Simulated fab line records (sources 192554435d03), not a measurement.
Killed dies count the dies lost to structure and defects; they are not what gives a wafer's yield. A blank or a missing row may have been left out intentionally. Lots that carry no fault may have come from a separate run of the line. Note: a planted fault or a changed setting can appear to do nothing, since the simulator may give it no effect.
Split-lot trial :: flow n5_finfet :: 21 wafers read across 7 lots, on a route 1938 steps long

## SPLIT DETAILS
At N5_GATE_CUT_HM_DEP_46 (deposits SiO2 from TEOS/O2, target thk 130 nm, time 26.6 s), the setting time_s was moved away from the recipe's 26.6 s on 6 of the 21 wafers read, by -12.9% to +14.0%. This setting was run at the recipe's value on the other wafers.

## FROM THE SPLIT TO THE READING: what the file shows between them, 14 steps
- N5_GATE_CUT_COAT_27: time 60 s, resist thk 10 nm (also split here: spin_rpm)
- N5_GATE_CUT_COAT_07: resist thk 30 nm
- N5_GATE_CUT_EBR_09
- N5_GATE_CUT_DESCUM_18: chemistry O2, time 7 s
- N5_GATE_CUT_ETCH_28: etches underlayer in N2/H2, target depth 13 nm, time 10.4 s
- N5_GATE_CUT_ETCH_36: etches SiARC in CF4, target depth 13 nm, time 21.7 s
- N5_GATE_CUT_ETCH_37: etches SOC in N2/H2, target depth 60 nm, overetch 12 nm, time 90 s
- N5_GATE_CUT_STRIP_38: strips in N2/H2
- N5_GATE_CUT_STRIP_39: strips in N2/H2
- N5_GATE_CUT_HM_OPEN_40: chemistry C4F6/O2, target SiO2, target depth 139 nm, time 85.1 s
- N5_GATE_CUT_STRIP_41: strips in CF4
- N5_GATE_CUT_STRIP_42: strips in O2
- N5_GATE_CUT_ALD_22: deposits SiNx, target thk 16 nm, pulse time 1 s, ald cycles 320
- N5_GATE_CUT_CMP_23: polishes, stops on SiO2, t overpolish 23.4 s, target thk 16 nm

## THE READING
At N5_GATE_CUT_THK_MEAS_24: GC_FILL_THK, given in nm. On this fab line, fault-free wafers typically give 219.8 nm with a standard deviation of 2.4 nm.

wafer: L076.2
tool, chamber at the split: pecvd-04, 0
time_s as run, s: 26.6
against the recipe: recipe
GC_FILL_THK, nm: 217.1
against lot-mates on the recipe: -

wafer: L076.4
tool, chamber at the split: pecvd-04, 1
time_s as run, s: 23.78
against the recipe: -10.6%
GC_FILL_THK, nm: 205.0
against lot-mates on the recipe: -12.1

wafer: L076.5
tool, chamber at the split: pecvd-04, 0
time_s as run, s: 23.78
against the recipe: -10.6%
GC_FILL_THK, nm: 209.3
against lot-mates on the recipe: -7.8

wafer: L078.1
tool, chamber at the split: pecvd-03, 0
time_s as run, s: 26.6
against the recipe: recipe
GC_FILL_THK, nm: 217.4
against lot-mates on the recipe: -

wafer: L078.3
tool, chamber at the split: pecvd-03, 1
time_s as run, s: 26.6
against the recipe: recipe
GC_FILL_THK, nm: 218.4
against lot-mates on the recipe: -

wafer: L078.4
tool, chamber at the split: pecvd-03, 2
time_s as run, s: 26.6
against the recipe: recipe
GC_FILL_THK, nm: 221.5
against lot-mates on the recipe: -

wafer: L083.1
tool, chamber at the split: pecvd-03, 1
time_s as run, s: 26.6
against the recipe: recipe
GC_FILL_THK, nm: 218.0
against lot-mates on the recipe: -

wafer: L083.5
tool, chamber at the split: pecvd-03, 0
time_s as run, s: 26.6
against the recipe: recipe
GC_FILL_THK, nm: 220.5
against lot-mates on the recipe: -

wafer: L083.6
tool, chamber at the split: pecvd-03, 2
time_s as run, s: 30.33
against the recipe: +14.0%
GC_FILL_THK, nm: 238.5
against lot-mates on the recipe: +19.2

wafer: L090.4
tool, chamber at the split: pecvd-04, 1
time_s as run, s: 23.16
against the recipe: -12.9%
GC_FILL_THK, nm: 206.9
against lot-mates on the recipe: -13.6

wafer: L090.5
tool, chamber at the split: pecvd-04, 0
time_s as run, s: 26.6
against the recipe: recipe
GC_FILL_THK, nm: 219.2
against lot-mates on the recipe: -

wafer: L090.6
tool, chamber at the split: pecvd-04, 2
time_s as run, s: 26.6
against the recipe: recipe
GC_FILL_THK, nm: 221.8
against lot-mates on the recipe: -

wafer: L092.1
tool, chamber at the split: pecvd-03, 2
time_s as run, s: 26.6
against the recipe: recipe
GC_FILL_THK, nm: 219.8
against lot-mates on the recipe: -

wafer: L092.3
tool, chamber at the split: pecvd-03, 1
time_s as run, s: 29.23
against the recipe: +9.9%
GC_FILL_THK, nm: 231.9
against lot-mates on the recipe: +9.8

wafer: L092.6
tool, chamber at the split: pecvd-03, 1
time_s as run, s: 26.6
against the recipe: recipe
GC_FILL_THK, nm: 224.3
against lot-mates on the recipe: -

wafer: L093.1
tool, chamber at the split: pecvd-03, 1
time_s as run, s: 26.6
against the recipe: recipe
GC_FILL_THK, nm: 219.0
against lot-mates on the recipe: -

wafer: L093.2
tool, chamber at the split: pecvd-03, 2
time_s as run, s: 26.6
against the recipe: recipe
GC_FILL_THK, nm: 221.5
against lot-mates on the recipe: -

wafer: L093.3
tool, chamber at the split: pecvd-03, 0
time_s as run, s: 26.6
against the recipe: recipe
GC_FILL_THK, nm: 220.1
against lot-mates on the recipe: -

wafer: L097.3
tool, chamber at the split: pecvd-03, 0
time_s as run, s: 26.6
against the recipe: recipe
GC_FILL_THK, nm: 218.5
against lot-mates on the recipe: -

wafer: L097.4
tool, chamber at the split: pecvd-03, 1
time_s as run, s: 24.78
against the recipe: -6.8%
GC_FILL_THK, nm: 215.7
against lot-mates on the recipe: -4.0

wafer: L097.5
tool, chamber at the split: pecvd-03, 0
time_s as run, s: 26.6
against the recipe: recipe
GC_FILL_THK, nm: 220.9
against lot-mates on the recipe: -

THE FIT
A straight line over all 21 wafers: GC_FILL_THK changes by +1.16 nm for each +1% of time_s; r = +0.96; the points scatter about the line by 2.1 nm.
The same after taking each lot's own level away (the mean of its wafers on the recipe; 21 wafers): +1.08 nm for each +1%; r = +0.96; scatter 1.9 nm.
That fit puts the effect of the largest move of time_s on the reading at 15 nm.
Across the lots, their own levels run from 217.10 to 222.05 nm, a range of 2.1 times the standard deviation given above.
Consequently the slope shifts little with the lot-to-lot level, the two slopes agreeing.
Check: +13.6 nm against its lot-mates is what the line predicts for one of the wafers moved furthest among these (+14.0%) when that wafer is left out of the fit. It came out at +19.2 nm against them.

## FURTHER SPLITS ON THESE WAFERS
Other splits were also applied to these wafers ahead of the reading. Each is held against what the fit with the lots' levels taken away leaves over:
other split on the same wafers: N5_DUMMY_GATE_ETCH_31 target_depth_a
wafers away from the commonest value: 9
r with GC_FILL_THK (lot level and that fit taken away): +0.10

other split on the same wafers: N5_ILD0_CMP_03 down_force_psi
wafers away from the commonest value: 8
r with GC_FILL_THK (lot level and that fit taken away): -0.30

other split on the same wafers: N5_HKMG_FIN_ETCH_55 time_s
wafers away from the commonest value: 4
r with GC_FILL_THK (lot level and that fit taken away): -0.47

other split on the same wafers: N5_GATE_CUT_COAT_27 spin_rpm
wafers away from the commonest value: 7
r with GC_FILL_THK (lot level and that fit taken away): +0.02

## THE WHOLE CHAIN: every reading that the file lists as answering this split, in the file's order
step: N5_GATE_CUT_HM_DEP_46
what it does: deposits SiO2 from TEOS/O2, target thk 130 nm, time 26.6 s
reading: SiO2_of_GATE_CUT_HM_DEP_46.thk_nm (the simulator's own value, which no gauge read)
change (the file's fit): +1.15 nm for each +1% of the setting
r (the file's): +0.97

step: N5_GATE_CUT_HM_OPEN_40
what it does: chemistry C4F6/O2, target SiO2, target depth 139 nm, time 85.1 s
reading: etch_rf_on_time_s
change (the file's fit): withheld for each +1% of the setting
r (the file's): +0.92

step: N5_GATE_CUT_HM_OPEN_40
what it does: chemistry C4F6/O2, target SiO2, target depth 139 nm, time 85.1 s
reading: etch.depth_nm (the simulator's own value, which no gauge read)
change (the file's fit): +1.15 nm for each +1% of the setting
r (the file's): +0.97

step: N5_GATE_CUT_HM_OPEN_40
what it does: chemistry C4F6/O2, target SiO2, target depth 139 nm, time 85.1 s
reading: SOC_of_GATE_CUT_COAT_34.thk_nm (the simulator's own value, which no gauge read)
change (the file's fit): -0.243 nm for each +1% of the setting
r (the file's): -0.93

step: N5_GATE_CUT_THK_MEAS_24
what it does: 
reading: GC_FILL_THK
change (the file's fit): +1.09 for each +1% of the setting
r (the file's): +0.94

step: N5_GATE_CUT_CMP_43
what it does: polishes SiO2
reading: SiO2_of_GATE_CUT_HM_DEP_46.thk_nm (the simulator's own value, which no gauge read)
change (the file's fit): +0.0583 nm for each +1% of the setting
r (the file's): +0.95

## THE FILE'S OWN FIT
GC_FILL_THK changes by +1.09 nm for each +1% of time_s, r = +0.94.
